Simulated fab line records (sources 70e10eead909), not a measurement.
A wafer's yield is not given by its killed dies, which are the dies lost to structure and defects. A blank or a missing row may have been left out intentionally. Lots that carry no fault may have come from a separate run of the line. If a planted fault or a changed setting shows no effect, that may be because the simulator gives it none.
fab line records	flow nand_harc	part 1 of 2: steps 1 to 4 of 6
record lots=24	wafers=72	last_day=33
route steps=1302 shown P_ZERO_WELL@17 P_GATE@144 P_CONTACT@238
lots that met no fault: from a run of the same line without faults
start_h: the number of hours between the record's first day and the start of the first shown wafer of the lot	wait_h: how many hours have passed since the lot's step before this one	" repeats the value in the row above	L1.1+2: a single row standing in for several wafers	- value missing, or start not given	* or withheld: withheld	< > ~ a bound
route shown NAME@n: a module of which the file shows steps, and the number in the route of the first	usual: mean/standard deviation taken from wafers without a fault	same: alike in all rows	chamber/n: place in a boat	sites: per-site readings	_std_site: the values' standard deviation	_edge_site: mean of outer sites minus mean of inner sites	radius_mm: how far each site lies from the wafer's centre	mask NAME#n: copy n	behind: the last tool/chamber to shape the wafer	hold: cause of the lot's hold/its duration in hours/its outcome	device: transistor that didn't switch, given as n, p or np	end of line: the route-end tests of the same wafers	step lacking rows: just its recipe	killed: count of dies lost to structure and defects at first sort (not the wafer's yield)	map: a wafer's dies, marking killed ones x, the rest . and places with no die _
set.NAME: the setting as run; set.NAME@STEP: as run at that earlier step	model.NAME: the simulator's own value behind a step, which no gauge read
the route's steps for a sample of lots (tables are steps, rows are wafers)
services: a tool's chamber out of use, with start hour (start_h, from the record's first day; less than 0 if before it), hours out, and reason
## steps
# step NHARC_P_ZERO_WELL_ETCH_65
# recipe target_depth_a=800	overetch_a=240	time_s=87.88	ion_energy_ev=200	n2_flow_sccm=150	h2_flow_sccm=150	ar_flow_sccm=0	rf_w=400	bias_w=150	chemistry=N2/H2
# usual bias_w=150.0/0.48	drypump_motor_current_A=5.7/0.56	h2_flow_sccm=150.0/0.44	oes_product_au=0.999/0.01	rf_vpp_V=429.2/2.5	showerhead_plenum_p_Torr=2.00/0.081	throttle_valve_pct=14.170/0.0095
lot.wafer	tool	chamber	start_h	wait_h	bias_w	drypump_motor_current_A	h2_flow_sccm	oes_product_au	rf_hours_counter_h	rf_vpp_V	showerhead_plenum_p_Torr	throttle_valve_pct
L074.2	rie_diel-11	3	21.51	0.1	150.8	6.2	150.1	1.005	25	427.5	1.90	14.174
L074.1	"	0	"	"	149.4	6.0	149.7	0.991	37	424.5	1.88	14.173
L074.6	"	3	"	"	149.5	6.2	150.1	1.010	-	425.4	1.90	14.172
L075.2	rie_diel-13	0	31.99	0.1	151.1	6.5	149.8	0.985	9	429.8	2.04	14.183
L075.4	"	1	"	"	149.8	4.8	149.4	1.004	10	430.3	2.03	14.171
L075.3	"	2	"	"	150.0	5.6	150.2	0.997	11	428.7	2.00	14.165
L076.1	rie_diel-11	3	41.59	0.1	149.3	6.2	149.7	1.008	35	427.2	1.90	14.173
L076.2	"	0	"	"	150.7	5.9	150.4	0.988	46	424.9	1.88	14.169
L076.5	"	3	"	"	149.8	6.2	150.6	1.009	-	426.4	1.90	14.180
L077.2	rie_diel-03	2	51.51	0.1	149.5	5.9	149.6	0.997	38	432.0	2.09	14.168
L077.6	"	3	"	"	150.2	5.8	150.1	1.007	-	432.8	2.12	14.167
L077.4	"	1	"	"	150.1	4.7	149.8	1.007	-	427.2	1.92	14.179
L078.2	rie_diel-03	2	61.38	0.1	150.3	5.8	149.9	0.992	42	431.0	2.09	14.178
L078.3	"	1	"	"	150.3	4.7	149.6	1.006	43	427.3	1.92	14.168
L078.6	"	1	"	"	150.5	4.7	150.3	1.005	-	428.6	1.92	14.167
L079.1	rie_diel-13	3	71.37	0.1	149.0	5.2	150.0	0.987	18	426.6	1.90	14.175
L079.2	"	1	"	"	150.2	4.8	149.9	1.005	22	428.8	2.02	14.152
L079.5	"	3	"	"	150.1	5.2	150.4	0.980	-	428.1	1.90	14.191
L080.3	rie_diel-13	1	81.48	0.1	150.4	4.8	149.3	0.993	26	430.1	2.02	14.167
L080.5	"	1	"	"	150.3	4.8	149.6	0.996	-	428.6	2.02	14.160
L080.6	"	2	"	"	149.7	5.6	150.4	0.992	-	430.0	2.00	14.165
L081.3	rie_diel-13	3	91.48	0.1	150.1	5.2	149.9	0.985	28	425.1	1.90	14.185
L081.1	"	0	"	"	150.3	6.5	149.8	1.004	30	431.5	2.03	14.178
L081.6	"	0	"	"	150.3	6.5	149.9	1.006	-	429.9	2.03	14.168
L082.3	rie_diel-11	2	101.49	0.1	150.2	5.3	149.8	1.021	4	429.5	2.00	14.178
L082.1	"	3	"	"	150.8	6.2	150.3	1.012	3	426.5	1.89	14.156
L082.5	"	2	"	"	150.5	5.3	149.7	1.020	-	429.5	2.00	14.187
L083.2	rie_diel-13	1	111.81	0.1	150.5	4.8	149.1	0.998	40	430.4	2.02	14.166
L083.1	"	2	"	"	149.9	5.6	149.2	0.993	39	428.9	1.99	14.175
L083.5	"	1	"	"	149.5	4.8	149.8	0.998	-	428.9	2.02	14.197
L084.3	rie_diel-13	3	121.75	0.2	149.7	5.3	150.0	0.981	37	426.9	1.90	14.165
L084.6	"	1	"	"	151.0	4.8	150.0	0.990	-	429.0	2.01	14.166
L084.5	"	2	"	"	150.3	5.6	150.1	0.994	-	428.4	1.99	14.167
L085.3	rie_diel-03	0	131.49	0.1	150.6	5.4	150.0	1.005	6	428.1	1.98	14.147
L085.6	"	2	"	"	149.3	5.8	150.3	0.994	-	432.6	2.08	14.171
L085.5	"	3	"	"	150.3	5.9	150.3	1.009	-	432.8	2.11	14.183
L086.2	rie_diel-13	3	141.36	0.1	150.2	5.3	150.2	0.982	45	425.4	1.90	14.164
L086.3	"	0	"	"	149.6	6.5	149.8	0.995	47	429.6	2.02	14.156
L086.6	"	3	"	"	150.8	5.3	150.1	0.983	-	425.7	1.90	14.153
L087.1	rie_diel-11	2	151.50	0.1	150.0	5.3	150.2	1.007	23	429.6	2.00	14.177
L087.5	"	2	"	"	150.1	5.3	149.2	1.006	-	428.7	2.00	14.170
L087.6	"	3	"	"	150.1	6.2	151.0	1.011	-	426.7	1.89	14.170
L088.4	rie_diel-13	0	161.68	0.1	149.9	6.5	150.0	0.995	56	429.1	2.02	14.169
L088.6	"	2	"	"	149.8	5.6	150.0	0.994	-	430.5	1.99	14.179
L088.5	"	3	"	"	149.8	5.2	151.1	0.989	-	426.5	1.89	14.179
L089.1	rie_diel-03	3	171.67	0.1	150.3	5.8	150.7	1.002	20	432.2	2.10	14.176
L089.3	"	0	"	"	150.8	5.4	150.1	1.005	19	429.3	1.97	14.176
L089.4	"	2	"	"	150.4	5.8	150.4	0.982	21	432.8	2.08	14.172
L090.2	rie_diel-11	2	181.48	0.1	149.4	5.3	150.5	0.995	35	428.7	1.99	14.169
L090.3	"	3	"	"	149.5	6.2	149.6	0.995	29	425.7	1.88	14.186
L090.6	"	1	"	"	150.9	6.3	149.9	1.005	-	431.0	2.04	14.169
L091.2	rie_diel-11	0	191.49	0.1	150.1	6.0	150.8	1.011	35	435.9	2.21	14.172
L091.3	"	2	"	"	149.0	5.3	150.4	0.998	38	429.2	1.99	14.169
L091.6	"	3	"	"	150.2	6.2	149.9	1.007	-	425.7	1.88	14.167
L092.1	rie_diel-13	3	201.48	0.1	148.9	5.2	149.5	1.000	9	425.4	1.89	14.171
L092.5	"	3	"	"	149.4	5.2	150.8	0.995	-	426.6	1.89	14.165
L092.6	"	0	"	"	150.7	6.5	149.9	1.008	-	430.1	2.02	14.172
L093.3	rie_diel-13	3	211.37	0.1	149.1	5.2	150.1	0.995	11	426.6	1.89	14.175
L093.2	"	0	"	"	149.8	6.5	150.4	1.016	11	429.1	2.02	14.166
L093.5	"	1	"	"	149.5	4.8	150.0	0.994	-	428.8	2.00	14.185
L094.1	rie_diel-11	2	221.86	0.1	149.8	5.3	150.5	1.001	48	429.1	1.99	14.178
L094.3	"	0	"	"	149.8	6.0	149.5	1.004	47	433.9	2.20	14.155
L094.6	"	2	"	"	149.6	5.3	150.2	1.014	-	428.9	1.99	14.160
L095.1	rie_diel-13	1	231.48	0.1	149.7	4.8	149.6	0.983	25	429.9	2.00	14.182
L095.4	"	0	"	"	150.1	6.5	150.3	1.012	19	429.5	2.01	14.173
L095.5	"	2	"	"	151.7	5.7	150.2	0.983	-	428.5	1.98	14.185
L096.4	rie_diel-11	2	241.35	0.1	149.6	5.3	149.5	1.004	55	428.6	1.98	14.159
L096.3	"	3	"	"	150.2	6.2	149.6	1.014	50	425.7	1.88	14.166
L096.1	"	0	"	"	150.8	6.0	150.6	1.012	53	435.7	2.20	14.161
L097.4	rie_diel-11	3	251.53	0.1	149.4	6.2	150.5	1.004	51	424.9	1.88	14.169
L097.2	"	0	"	"	149.8	6.0	149.6	1.020	54	435.4	2.20	14.167
L097.5	"	1	"	"	150.0	6.3	149.0	1.002	-	430.0	2.04	14.168
# step NHARC_P_GATE_DESCUM_31
# recipe time_s=3	o2_flow_sccm=200	ar_flow_sccm=0	bias_power_w=0	chemistry=O2
# usual drypump_motor_current_A=5.5/0.33	oes_product_au=0.999/0.0095	rf_vpp_V=57.8/0.86	showerhead_plenum_p_Torr=1.88/0.07	throttle_valve_pct=11.312/0.0087
lot.wafer	tool	chamber	start_h	wait_h	drypump_motor_current_A	oes_product_au	rf_hours_counter_h	rf_vpp_V	showerhead_plenum_p_Torr	throttle_valve_pct
L074.2	rie_diel-12	1	103.76	0.1	5.8	0.990	0.5	57.6	1.83	11.325
L074.1	"	3	"	"	5.4	1.006	0.9	58.6	1.83	11.308
L074.6	"	1	"	"	5.8	0.990	-	57.2	1.83	11.303
L075.2	rie_diel-02	2	108.63	0.1	5.5	1.009	3.5	56.8	1.87	11.302
L075.3	"	1	"	"	5.7	0.991	4.0	59.1	1.89	11.321
L075.4	"	1	"	"	5.7	0.990	-	57.5	1.89	11.296
L076.2	rie_diel-12	1	114.55	0.1	5.8	0.980	0.8	56.4	1.83	11.310
L076.1	"	2	"	"	5.6	0.994	0.8	58.0	1.92	11.327
L076.5	"	2	"	"	5.6	0.990	-	58.7	1.92	11.303
L077.2	rie_diel-02	2	131.10	0.1	5.5	1.001	5.1	58.1	1.87	11.308
L077.4	"	3	"	"	5.7	0.991	-	57.7	1.90	11.312
L077.6	"	1	"	"	5.7	0.983	-	58.2	1.89	11.294
L078.3	rie_diel-12	3	139.89	0.1	5.4	1.009	2.3	57.6	1.83	11.314
L078.2	"	1	"	"	5.8	0.983	2.2	58.5	1.83	11.323
L078.6	"	3	"	"	5.4	1.002	-	57.8	1.83	11.307
L079.2	rie_diel-12	2	142.47	0.1	5.7	0.992	1.9	57.6	1.92	11.313
L079.1	"	3	"	"	5.4	1.012	2.3	58.3	1.83	11.302
L079.5	"	1	"	"	5.8	0.995	-	57.0	1.83	11.304
L081.3	rie_diel-02	1	160.66	0.1	5.7	0.994	6.0	58.1	1.89	11.316
L081.1	"	2	"	"	5.4	0.995	5.6	58.5	1.87	11.303
L081.6	"	1	"	"	5.7	0.987	-	57.8	1.89	11.319
L080.3	rie_diel-12	3	160.80	0.1	5.4	1.000	4.6	57.3	1.83	11.314
L080.6	"	3	"	"	5.4	0.995	-	57.5	1.83	11.307
L080.5	"	0	"	"	5.2	0.997	-	56.4	1.82	11.331
L082.3	rie_diel-12	0	172.36	0.1	5.2	0.997	5.7	58.0	1.82	11.317
L082.1	"	1	"	"	5.8	0.998	5.0	56.9	1.83	11.321
L082.5	"	0	"	"	5.2	0.990	-	57.4	1.82	11.315
L083.1	rie_diel-12	1	186.04	0.1	5.8	0.996	5.3	57.5	1.83	11.323
L083.2	"	2	"	"	5.6	1.003	4.7	58.7	1.92	11.304
L083.5	"	0	"	"	5.2	1.011	-	57.3	1.82	11.323
L084.3	rie_diel-09	0	199.59	0.1	5.1	1.002	1.9	57.0	1.84	11.337
L084.5	"	1	"	"	5.0	0.983	-	58.4	2.05	11.318
L084.6	"	2	"	"	6.4	1.012	-	58.3	2.01	11.300
L085.3	rie_diel-09	2	202.91	0.1	6.4	1.021	2.1	58.5	2.01	11.314
L085.5	"	2	"	"	6.4	1.021	-	59.6	2.01	11.312
L085.6	"	3	"	"	5.7	1.001	-	59.6	1.93	11.319
L086.3	rie_diel-09	3	220.71	0.1	5.7	1.016	2.9	56.5	1.93	11.304
L086.2	"	2	"	"	6.4	1.008	4.1	58.4	2.01	11.318
L086.6	"	0	"	"	5.1	1.009	-	57.9	1.84	11.308
L088.4	rie_diel-02	3	242.77	0.1	5.7	1.007	0.8	57.1	1.89	11.290
L088.5	"	1	"	"	5.7	1.004	-	57.7	1.88	11.319
L088.6	"	2	"	"	5.4	1.006	-	58.4	1.87	11.322
L087.1	rie_diel-09	1	242.93	0.1	5.1	0.985	6.6	58.0	2.05	11.310
L087.5	"	1	"	"	5.1	0.991	-	60.5	2.05	11.308
L087.6	"	2	"	"	6.4	1.003	-	58.9	2.01	11.332
L089.3	rie_diel-12	2	243.39	0.1	5.7	0.986	9.2	59.4	1.92	11.328
L089.1	"	1	"	"	5.8	0.984	8.3	59.0	1.83	11.316
L089.4	"	2	"	"	5.7	0.999	-	57.1	1.92	11.301
L090.2	rie_diel-02	1	258.20	0.1	5.7	0.990	1.7	58.4	1.88	11.303
L090.3	"	3	"	"	5.7	0.996	1.2	59.0	1.89	11.318
L090.6	"	0	"	"	5.5	1.003	-	57.0	1.79	11.316
L091.3	rie_diel-12	3	266.02	0.1	5.4	1.000	11.0	57.2	1.83	11.294
L091.2	"	1	"	"	5.8	0.990	10.1	57.7	1.83	11.308
L091.6	"	0	"	"	5.2	1.000	-	56.8	1.82	11.319
L092.1	rie_diel-09	1	278.93	0.1	5.1	0.996	9.1	58.0	2.05	11.315
L092.6	"	1	"	"	5.1	0.984	-	59.3	2.05	11.318
L092.5	"	2	"	"	6.4	0.996	-	58.3	2.01	11.325
L093.2	rie_diel-09	3	282.70	0.1	5.7	1.011	5.9	60.2	1.93	11.320
L093.3	"	0	"	"	5.1	1.013	7.2	57.4	1.84	11.316
L093.5	"	0	"	"	5.1	1.002	-	57.0	1.84	11.324
L094.3	rie_diel-12	3	297.57	0.1	5.4	1.008	0.4	56.1	1.83	11.313
L094.1	"	2	"	"	5.7	0.975	0.4	56.3	1.92	11.310
L094.6	"	0	"	"	5.2	0.995	-	56.3	1.82	11.310
L095.4	rie_diel-02	2	307.82	0.1	5.5	1.001	3.1	56.9	1.87	11.323
L095.1	"	0	"	"	5.4	1.007	3.7	57.5	1.79	11.321
L095.5	"	2	"	"	5.5	1.004	-	56.7	1.87	11.304
L096.3	rie_diel-12	2	311.91	0.1	5.6	0.992	1.2	58.5	1.92	11.318
L096.4	"	3	"	"	5.4	1.013	1.6	57.7	1.83	11.309
L096.1	"	1	"	"	5.8	0.993	1.2	56.5	1.83	11.325
L097.2	rie_diel-12	3	328.20	0.1	5.4	1.017	2.4	58.1	1.83	11.324
L097.4	"	2	"	"	5.7	0.983	2.0	56.9	1.92	11.327
L097.5	"	3	"	"	5.4	1.012	-	58.3	1.83	11.318
# step NHARC_P_GATE_STRIP_76
# recipe power_w=1500	temp_c=250	chemistry=O2
# usual drypump_motor_current_A=5.7/0.53	heater_power_w=305/26
lot.wafer	tool	chamber	start_h	wait_h	drypump_motor_current_A	heater_power_w	rf_hours_counter_h
L074.2	plasma_asher-01	1	118.00	0.2	5.8	345	25
L074.1	"	0	"	"	4.8	314	25
L074.6	"	1	"	"	5.9	339	-
L075.2	plasma_asher-01	0	123.11	0.2	4.8	318	26
L075.4	"	0	"	"	4.8	311	-
L075.3	"	1	"	"	5.9	338	-
L076.2	plasma_asher-01	1	128.78	0.2	5.8	335	28
L076.1	"	0	"	"	4.8	309	28
L076.5	"	1	"	"	5.8	341	-
L077.2	plasma_asher-02	1	145.65	0.2	6.2	334	12
L077.4	"	1	"	"	6.2	338	-
L077.6	"	1	"	"	6.2	326	-
L078.2	plasma_asher-01	1	153.99	0.2	5.8	349	32
L078.3	"	1	"	"	5.8	338	-
L078.6	"	0	"	"	4.8	306	-
L079.2	plasma_asher-02	0	158.92	0.2	5.9	265	16
L079.1	"	1	"	"	6.2	331	16
L079.5	"	1	"	"	6.2	332	-
L080.3	plasma_asher-01	0	175.06	0.1	4.8	312	-
L080.5	"	1	"	"	5.9	313	-
L080.6	"	0	"	"	4.8	318	-
L081.1	plasma_asher-02	0	175.72	0.2	5.9	275	22
L081.3	"	1	"	"	6.1	326	-
L081.6	"	0	"	"	5.9	266	-
L082.1	plasma_asher-01	1	186.57	0.2	5.9	318	2
L082.3	"	0	"	"	4.8	319	-
L082.5	"	0	"	"	4.8	316	-
L083.2	plasma_asher-01	0	200.40	0.2	4.8	320	5
L083.1	"	1	"	"	5.8	320	5
L083.5	"	1	"	"	5.9	311	-
L084.3	plasma_asher-02	0	213.96	0.1	5.8	261	-
L084.6	"	1	"	"	6.2	330	-
L084.5	"	0	"	"	5.9	270	-
L085.3	plasma_asher-02	0	217.03	0.1	5.9	266	-
L085.6	"	1	"	"	6.2	334	-
L085.5	"	0	"	"	5.9	270	-
L086.2	plasma_asher-02	1	235.11	0.2	6.1	322	33
L086.3	"	1	"	"	6.1	336	-
L086.6	"	0	"	"	5.9	270	-
L088.4	plasma_asher-01	0	257.24	0.2	4.8	317	-
L088.6	"	0	"	"	4.8	311	-
L088.5	"	1	"	"	5.9	316	-
L087.1	plasma_asher-01	0	257.83	0.2	4.8	315	17
L087.5	"	0	"	"	4.8	327	-
L087.6	"	1	"	"	5.8	327	-
L089.1	plasma_asher-01	0	258.31	0.2	4.8	309	17
L089.4	"	1	"	"	5.9	309	-
L089.3	"	0	"	"	4.8	318	-
L090.2	plasma_asher-02	1	272.50	0.2	6.2	315	3
L090.3	"	1	"	"	6.2	313	-
L090.6	"	1	"	"	6.2	321	-
L091.2	plasma_asher-01	1	282.39	0.2	5.8	320	23
L091.3	"	1	"	"	5.9	313	-
L091.6	"	1	"	"	5.8	316	-
L092.1	plasma_asher-01	0	293.15	0.2	4.8	314	25
L092.5	"	0	"	"	4.8	313	-
L092.6	"	1	"	"	5.9	311	-
L093.2	plasma_asher-02	1	297.14	0.2	6.2	314	8
L093.3	"	0	"	"	5.9	267	-
L093.5	"	1	"	"	6.2	302	-
L094.1	plasma_asher-02	1	311.65	0.2	6.1	305	10
L094.3	"	1	"	"	6.2	310	-
L094.6	"	1	"	"	6.2	311	-
L095.1	plasma_asher-02	0	322.02	0.2	5.9	263	12
L095.4	"	0	"	"	5.9	258	-
L095.5	"	0	"	"	5.9	259	-
L096.1	plasma_asher-02	1	326.19	0.2	6.1	307	13
L096.4	"	1	"	"	6.1	299	-
L096.3	"	0	"	"	5.9	254	-
L097.2	plasma_asher-02	1	342.57	0.2	6.2	316	16
L097.4	"	0	"	"	5.9	266	-
L097.5	"	0	"	"	5.9	263	-
# step NHARC_P_GATE_STRIP_113
# recipe power_w=1500	temp_c=110	time_s=740	chemistry=N2/H2
# usual drypump_motor_current_A=5.7/0.53	heater_power_w=82/7
lot.wafer	tool	chamber	start_h	wait_h	drypump_motor_current_A	heater_power_w	rf_hours_counter_h
L074.2	plasma_asher-02	0	119.47	0.2	5.9	70	6
L074.1	"	1	"	"	6.2	88	6
L074.6	"	0	"	"	5.9	72	-
L075.2	plasma_asher-01	0	124.59	0.2	4.8	83	26
L075.4	"	0	"	"	4.8	83	-
L075.3	"	1	"	"	5.8	92	-
L076.2	plasma_asher-02	0	130.13	0.2	5.9	73	9
L076.1	"	1	"	"	6.2	87	9
L076.5	"	1	"	"	6.2	89	-
L077.2	plasma_asher-02	1	147.18	0.2	6.2	90	12
L077.4	"	1	"	"	6.2	91	-
L077.6	"	1	"	"	6.2	88	-
L078.2	plasma_asher-01	0	155.55	0.3	4.8	84	32
L078.3	"	0	"	"	4.8	81	-
L078.6	"	1	"	"	5.9	90	-
L079.1	plasma_asher-01	0	160.26	0.2	4.8	84	35
L079.2	"	1	"	"	5.8	92	35
L079.5	"	1	"	"	5.9	92	-
L080.3	plasma_asher-02	0	176.63	0.4	5.9	73	-
L080.5	"	0	"	"	5.9	72	-
L080.6	"	1	"	"	6.2	87	-
L081.1	plasma_asher-01	0	177.29	0.3	4.8	84	1
L081.3	"	1	"	"	5.9	84	-
L081.6	"	1	"	"	5.9	84	-
L082.1	plasma_asher-02	1	188.12	0.3	6.2	87	23
L082.3	"	0	"	"	5.9	72	-
L082.5	"	0	"	"	5.9	71	-
L083.1	plasma_asher-02	0	201.84	0.2	5.9	70	26
L083.2	"	1	"	"	6.2	88	26
L083.5	"	1	"	"	6.2	89	-
L084.3	plasma_asher-01	1	215.73	0.5	5.8	85	-
L084.5	"	0	"	"	4.8	86	-
L084.6	"	1	"	"	5.9	85	-
L085.3	plasma_asher-02	1	218.71	0.4	6.2	86	-
L085.5	"	1	"	"	6.2	87	-
L085.6	"	0	"	"	5.9	73	-
L086.2	plasma_asher-01	0	236.57	0.3	4.8	84	11
L086.3	"	0	"	"	4.8	84	-
L086.6	"	0	"	"	4.8	86	-
L088.4	plasma_asher-01	1	258.93	0.4	5.9	83	-
L088.5	"	1	"	"	5.9	87	-
L088.6	"	0	"	"	4.8	86	-
L087.1	plasma_asher-01	1	259.59	0.5	5.9	85	18
L087.5	"	0	"	"	4.8	86	-
L087.6	"	1	"	"	5.9	85	-
L089.1	plasma_asher-02	1	260.44	0.9	6.2	84	0
L089.3	"	0	"	"	5.9	69	-
L089.4	"	1	"	"	6.2	84	-
L090.2	plasma_asher-02	0	274.07	0.3	5.9	68	3
L090.3	"	1	"	"	6.2	83	-
L090.6	"	1	"	"	6.1	83	-
L091.2	plasma_asher-01	1	283.84	0.2	5.8	86	23
L091.3	"	0	"	"	4.8	85	-
L091.6	"	0	"	"	4.8	85	-
L092.1	plasma_asher-02	1	294.54	0.2	6.2	83	7
L092.6	"	1	"	"	6.2	84	-
L092.5	"	0	"	"	5.9	68	-
L093.2	plasma_asher-02	1	298.59	0.2	6.1	84	8
L093.3	"	1	"	"	6.1	81	-
L093.5	"	0	"	"	5.9	69	-
L094.1	plasma_asher-01	1	313.21	0.3	5.9	84	28
L094.3	"	1	"	"	5.8	85	-
L094.6	"	1	"	"	5.8	82	-
L095.1	plasma_asher-01	1	323.46	0.3	5.9	85	30
L095.4	"	1	"	"	5.9	83	-
L095.5	"	1	"	"	5.9	89	-
L096.1	plasma_asher-01	1	327.51	0.2	5.9	83	32
L096.3	"	1	"	"	5.8	83	-
L096.4	"	0	"	"	4.8	84	-
L097.2	plasma_asher-02	0	344.02	0.2	5.9	69	17
L097.4	"	0	"	"	5.9	70	-
L097.5	"	1	"	"	6.2	83	-
